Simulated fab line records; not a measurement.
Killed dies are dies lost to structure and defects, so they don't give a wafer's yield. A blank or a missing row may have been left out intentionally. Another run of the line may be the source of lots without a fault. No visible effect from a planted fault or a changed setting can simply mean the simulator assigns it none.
Matching of chambers	flow n5-finfet	N5_BEOL_M5_ETCH_68 on rie-diel-01: 4 sister chambers
The step etches SOC in N2/H2, target depth 80 nm, overetch 16 nm, time 120 s. 4 wafers are shown with their chamber, then 8 later ones without.

== WAFERS, EACH WITH ITS CHAMBER ==
wafer	chamber	showerhead-plenum-p-Torr (Torr)
L084.5	0	2.64
L088.1	3	2.46
L088.5	1	2.43
L090.3	2	2.47

== WAFERS WITHOUT THEIR CHAMBER ==
wafer	showerhead-plenum-p-Torr (Torr)
L090.4	2.46
L090.6	2.46
L092.1	2.43
L092.2	2.46
L092.3	2.64
L093.3	2.43
L093.4	2.42
L093.6	2.63

== CHAMBER TAKEN BY EACH ==
wafer	from the rows above	in truth
L090.4	3	3
L090.6	3	3
L092.1	1	1
L092.2	3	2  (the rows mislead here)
L092.3	0	0
L093.3	1	1
L093.4	1	1
L093.6	0	0
Correctly placed: 7 of 8. Not placeable from these rows: 0. Number placed wrongly: 1.
How it was worked out, from the rows above alone: a wafer's distance from a chamber is the root of the sum, over the readings, of the square of ((its reading less the chamber's mean) divided by the reading's scatter). If the next closest chamber is less than 2 further off than the closest, the wafer can't be placed; otherwise it belongs to the closest. Each chamber's mean is taken over the wafers shown for it. The scatter: root of mean squared gap, hidden wafer to nearest shown wafer, with one shown wafer a chamber.
